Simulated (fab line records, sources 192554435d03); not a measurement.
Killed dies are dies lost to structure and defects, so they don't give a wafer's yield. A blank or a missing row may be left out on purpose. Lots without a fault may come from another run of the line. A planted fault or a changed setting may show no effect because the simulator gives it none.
Chamber matching | flow n5_finfet | N5_DUMMY_GATE_ETCH_32 on rie_si-01: 4 sister chambers
The step etches SiO2 in CF4, target depth 3.5 nm, time 3.9 s. 14 wafers are shown with their chamber, then 7 later ones without.

WAFERS WITH THEIR CHAMBER
wafer  | chamber | throttle_valve_pct (%) | oes_product_au (a.u.) | he_backside_leak_sccm (sccm)
L074.1 | 1       | 22.2                   | 1.013                 | 3.0
L074.3 | 3       | 21.7                   | 1.024                 | 2.5
L074.5 | 2       | 21.6                   | 1.014                 | 2.8
L075.2 | 1       | 22.2                   | 1.014                 | 2.9
L075.4 | 3       | 21.7                   | 1.034                 | 2.9
L075.6 | 3       | 21.7                   | 1.031                 | 2.7
L076.2 | 1       | 22.3                   | 1.017                 | 2.9
L076.4 | 3       | 21.7                   | 1.031                 | 3.0
L076.6 | 3       | 21.7                   | 1.029                 | 3.0
L077.1 | 0       | 21.9                   | 1.030                 | 2.6
L077.2 | 3       | 21.7                   | 1.038                 | 2.8
L077.6 | 0       | 21.9                   | 1.024                 | 2.6
L078.1 | 0       | 21.9                   | 1.025                 | 2.6
L078.4 | 3       | 21.7                   | 1.038                 | 2.5

SIGNATURES (means of the wafers above)
reading               | chamber 0 | chamber 1 | chamber 2 | chamber 3 | scatter within a chamber
throttle_valve_pct    | 21.900    | 22.233    | 21.600    | 21.700    | 0.0258
oes_product_au        | 1.02633   | 1.01467   | 1.01400   | 1.03214   | 0.00424
he_backside_leak_sccm | 2.600     | 2.933     | 2.800     | 2.771     | 0.168
Rule: a wafer's distance from a chamber is the root of the sum, over the readings, of the square of ((its reading less the chamber's mean) divided by the reading's scatter). The wafer belongs to the nearest chamber; if the next one is less than 2 further off, it can't be placed. The scatter: the root of (the sum of the squares of (reading less its chamber's mean) over the shown wafers, divided by (wafers less chambers)).

WAFERS WITHOUT THEIR CHAMBER
wafer  | throttle_valve_pct (%) | oes_product_au (a.u.) | he_backside_leak_sccm (sccm)
L078.6 | 22.2                   | 1.015                 | 2.9
L096.2 | 22.2                   | 1.019                 | 3.0
L096.3 | 21.6                   | 1.029                 | 2.7
L096.6 | 22.2                   | 1.033                 | 2.9
L097.1 | 22.2                   | 1.014                 | 2.9
L097.3 | 21.9                   | 1.021                 | 2.9
L097.6 | 22.2                   | 1.016                 | 2.9

WHICH CHAMBER EACH WENT THROUGH
wafer  | from the rows above     | in truth
L078.6 | 1                       | 1
L096.2 | 1                       | 1
L096.3 | can't be placed: 2 or 3 | 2
L096.6 | 1                       | 1
L097.1 | 1                       | 1
L097.3 | 0                       | 0
L097.6 | 1                       | 1
Placed correctly: 6 of 7. Can't be placed from these rows: 1 (the true chamber is among the candidates in 1). Placed wrongly: 0.
